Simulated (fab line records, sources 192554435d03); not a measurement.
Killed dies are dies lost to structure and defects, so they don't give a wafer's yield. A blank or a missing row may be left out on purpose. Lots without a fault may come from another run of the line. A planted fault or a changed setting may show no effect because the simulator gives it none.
Split-lot experiment | flow n5_finfet | 7 lots, 39 wafers read, on a route of 1938 steps

THE SPLIT
At N5_BEOL_M4_TRENCH_ETCH_37 (etches SiOC in C4F6/O2, target depth 55.555 nm, time 29.2 s), the setting time_s was moved away from the recipe's 29.2 s on 15 of the 39 wafers read, by -55.1% to +53.4%. The other wafers ran this setting at the recipe's value.

FROM THE SPLIT TO THE READING: what the file shows between them, 8 steps
- N5_BEOL_M4_ETCH_41: etches SiCN in CH3F/O2, target depth 29.9 nm, time 52.5 s
- N5_BEOL_M4_STRIP_97: strips in N2/H2, time 10 s
- N5_BEOL_M4_OCD_MEAS_38
- N5_BEOL_M4_HM_STRIP_39: strips TiN in peroxide tin strip, target depth 25 nm, time 158 s
- N5_BEOL_M4_SRD_40: time 30 s
- N5_BEOL_M4_ECD_50: material Cu, target thk 300 nm
- N5_BEOL_M4_ANNEAL_51: time 90 s
- N5_BEOL_M4_CMP_52: polishes, stops on SiOC, t overpolish 6.8 s, target thk 40 nm

THE READING
M4_THK, in nm, at N5_BEOL_M4_THK_MEAS_53 (measures by xrf). Fault-free wafers of this fab line usually give 40.2 nm, standard deviation 1.4 nm.

wafer  | tool, chamber at the split | time_s as run, s | against the recipe | M4_THK, nm | against lot-mates on the recipe
L075.1 | rie_diel-03, 1             | 36.1             | +23.6%             | 51.8       | +11.3
L075.2 | rie_diel-03, 0             | 29.2             | recipe             | 43.0       | -
L075.3 | rie_diel-03, 3             | 29.2             | recipe             | 38.2       | -
L075.4 | rie_diel-03, 2             | 29.2             | recipe             | 40.4       | -
L075.5 | rie_diel-03, 2             | 36.1             | +23.6%             | 53.9       | +13.4
L075.6 | rie_diel-03, 3             | 36.1             | +23.6%             | 50.0       | +9.5
L078.1 | rie_diel-03, 3             | 43.38            | +48.6%             | 67.2       | +26.6
L078.2 | rie_diel-03, 0             | 43.38            | +48.6%             | 68.3       | +27.7
L078.3 | rie_diel-03, 1             | 29.2             | recipe             | 40.3       | -
L078.4 | rie_diel-03, 2             | 29.2             | recipe             | 41.9       | -
L078.5 | rie_diel-03, 3             | 29.2             | recipe             | 39.7       | -
L078.6 | rie_diel-03, 0             | 43.38            | +48.6%             | 70.3       | +29.7
L085.1 | rie_diel-05, 1             | 13.12            | -55.1%             | 9.0        | -31.0
L085.2 | rie_diel-05, 2             | 29.2             | recipe             | 39.9       | -
L085.3 | rie_diel-05, 0             | 29.2             | recipe             | 40.5       | -
L085.4 | rie_diel-05, 0             | 13.12            | -55.1%             | 9.3        | -30.7
L085.5 | rie_diel-05, 2             | 13.12            | -55.1%             | 10.1       | -29.9
L085.6 | rie_diel-05, 1             | 29.2             | recipe             | 39.6       | -
L087.2 | rie_diel-03, 3             | 29.2             | recipe             | 39.8       | -
L087.4 | rie_diel-03, 1             | 29.2             | recipe             | 39.9       | -
L087.6 | rie_diel-03, 2             | 29.2             | recipe             | 40.6       | -
L090.1 | rie_diel-05, 1             | 29.2             | recipe             | 40.8       | -
L090.2 | rie_diel-05, 2             | 29.2             | recipe             | 40.7       | -
L090.3 | rie_diel-05, 0             | 29.2             | recipe             | 39.5       | -
L090.4 | rie_diel-05, 3             | 44.05            | +50.9%             | 68.8       | +28.5
L090.5 | rie_diel-05, 0             | 44.05            | +50.9%             | 68.2       | +27.9
L090.6 | rie_diel-05, 1             | 44.05            | +50.9%             | 67.9       | +27.6
L091.1 | rie_diel-03, 0             | 44.8             | +53.4%             | 70.1       | +29.5
L091.2 | rie_diel-03, 1             | 29.2             | recipe             | 40.0       | -
L091.3 | rie_diel-03, 3             | 44.8             | +53.4%             | 67.1       | +26.5
L091.4 | rie_diel-03, 0             | 29.2             | recipe             | 42.3       | -
L091.5 | rie_diel-03, 3             | 29.2             | recipe             | 39.4       | -
L091.6 | rie_diel-03, 1             | 44.8             | +53.4%             | 70.8       | +30.2
L093.1 | rie_diel-01, 2             | 29.2             | recipe             | 38.5       | -
L093.2 | rie_diel-01, 1             | 29.2             | recipe             | 40.5       | -
L093.3 | rie_diel-01, 0             | 29.2             | recipe             | 39.1       | -
L093.4 | rie_diel-01, 0             | 29.2             | recipe             | 40.2       | -
L093.5 | rie_diel-01, 2             | 29.2             | recipe             | 38.1       | -
L093.6 | rie_diel-01, 1             | 29.2             | recipe             | 41.6       | -

THE FIT
A straight line over all 39 wafers: M4_THK changes by +0.557 nm for each +1% of time_s; r = +1.00; the points scatter about the line by 1.3 nm.
The same after taking each lot's own level away (the mean of its wafers on the recipe; 39 wafers): +0.551 nm for each +1%; r = +1.00; scatter 1.3 nm.
On that fit, the largest move of time_s shifts the reading by 30 nm.
The lots' own levels span 39.67 to 40.63 nm, that is 0.7 times the standard deviation above.
So the lot-to-lot level changes the slope little: the two slopes agree.
Check: with one of the wafers moved furthest among these (-55.1%) left out of the fit, the line predicts -30.4 nm for it against its lot-mates. It came out at -31 nm against them.

OTHER SPLITS ON THESE WAFERS
These wafers also went through other splits before the reading. Each is held against what the fit with the lots' levels taken away leaves over:
other split on the same wafers          | wafers away from the commonest value | r with M4_THK (lot level and that fit taken away)
N5_BEOL_M0_SAQP_ETCH_106 target_depth_a | 6                                    | -0.02
N5_BEOL_M3_CVD_47 target_thk_a          | 15                                   | -0.01

THE WHOLE CHAIN: every reading that the file lists as answering this split, in the file's order
step                      | what it does                                                  | reading                                                                          | change (the file's fit)                                                              | r (the file's)
N5_BEOL_M4_TRENCH_ETCH_37 | etches SiOC in C4F6/O2, target depth 55.555 nm, time 29.2 s   | BEOL_M4.feature_depth_nm (the simulator's own value, which no gauge read)        | +0.554 nm for each +1% of the setting                                                | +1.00
N5_BEOL_M4_TRENCH_ETCH_37 | etches SiOC in C4F6/O2, target depth 55.555 nm, time 29.2 s   | etch.depth_nm (the simulator's own value, which no gauge read)                   | +0.554 nm for each +1% of the setting                                                | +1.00
N5_BEOL_M4_TRENCH_ETCH_37 | etches SiOC in C4F6/O2, target depth 55.555 nm, time 29.2 s   | TiN_of_BEOL_M4_HM_DEP_02.thk_nm (the simulator's own value, which no gauge read) | -0.0234 nm for each +1% of the setting                                               | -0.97
N5_BEOL_M4_OCD_MEAS_38    |                                                               | trench_depth_nm                                                                  | +0.551 nm for each +1% of the setting                                                | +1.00
N5_BEOL_M4_CMP_52         | polishes, stops on SiOC, t overpolish 6.8 s, target thk 40 nm | Cu_of_BEOL_M4_ECD_50.thk_nm (the simulator's own value, which no gauge read)     | +0.545 nm for each +1% of the setting                                                | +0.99
N5_BEOL_M4_THK_MEAS_53    | measures by xrf                                               | M4_THK                                                                           | +0.55 for each +1% of the setting                                                    | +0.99
N5_BEOL_M4_RS_MEAS_58     | measures by four-point-probe                                  | M4_RS                                                                            | not straight: 5.001 at the lowest setting, 0.670 at the recipe, 0.339 at the highest | not given

THE FILE'S OWN FIT
M4_THK changes by +0.55 nm for each +1% of time_s, r = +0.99.
